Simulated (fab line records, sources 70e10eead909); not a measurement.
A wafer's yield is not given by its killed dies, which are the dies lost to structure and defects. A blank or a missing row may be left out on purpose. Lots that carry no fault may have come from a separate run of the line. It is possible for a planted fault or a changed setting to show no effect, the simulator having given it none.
Chamber matching | flow nandHarc | 4 sister chambers for NHARC_A_CONTACT_ALD_18 on aldMetal-02
The step deposits TiN, target thk 3 nm, pulse time 1 s, ald cycles 150. 8 wafers are shown with their chamber, then 10 later ones without.

== WAFERS WITH THEIR CHAMBER ==
wafer  | chamber | heaterPowerW (W) | precursorPulseHeightRel
L077.2 | 0       | 1190             | 1.020
L088.1 | 1       | 1047             | 0.988
L088.4 | 2       | 1228             | 1.019
L089.1 | 2       | 1220             | 0.986
L089.3 | 1       | 1064             | 0.967
L089.4 | 0       | 1214             | 0.970
L089.2 | 3       | 1184             | 0.949
L089.5 | 3       | 1183             | 1.033

== WAFERS WHOSE CHAMBER IS MISSING ==
wafer  | heaterPowerW (W) | precursorPulseHeightRel
L089.6 | 1242             | 0.995
L091.3 | 1222             | 0.973
L091.5 | 1009             | 1.003
L091.6 | 1218             | 0.973
L092.1 | 1242             | 1.009
L092.2 | 1250             | 0.976
L092.5 | 1257             | 1.007
L095.1 | 1206             | 1.036
L095.4 | 1211             | 1.011
L095.5 | 1179             | 1.011

== CHAMBER TAKEN BY EACH ==
wafer  | from the rows above          | in truth
L089.6 | 2                            | 2
L091.3 | can't be placed: 2 or 0      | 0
L091.5 | 1                            | 1
L091.6 | can't be placed: 2 or 0      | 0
L092.1 | 2                            | 2
L092.2 | can't be placed: 2 or 0      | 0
L092.5 | 2                            | 2
L095.1 | can't be placed: 0 or 2 or 3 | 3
L095.4 | can't be placed: 0 or 2 or 3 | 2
L095.5 | can't be placed: 3 or 0      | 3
Correctly placed: 4 of 10. From these rows, 6 cannot be placed; in 6 the true chamber is one of the candidates. 0 placed wrongly.
How it was worked out, from the rows above alone: a wafer's distance from a chamber is the root of the sum, over the readings, of the square of ((its reading less the chamber's mean) divided by the reading's scatter). The wafer belongs to the nearest chamber; if the next one is less than 2 further off, it can't be placed. The mean given for a chamber averages the wafers shown for that chamber. How the scatter is found: for the shown wafers, subtract from each reading the mean of its chamber, square and add these, divide the total by (wafers less chambers), then take the root.
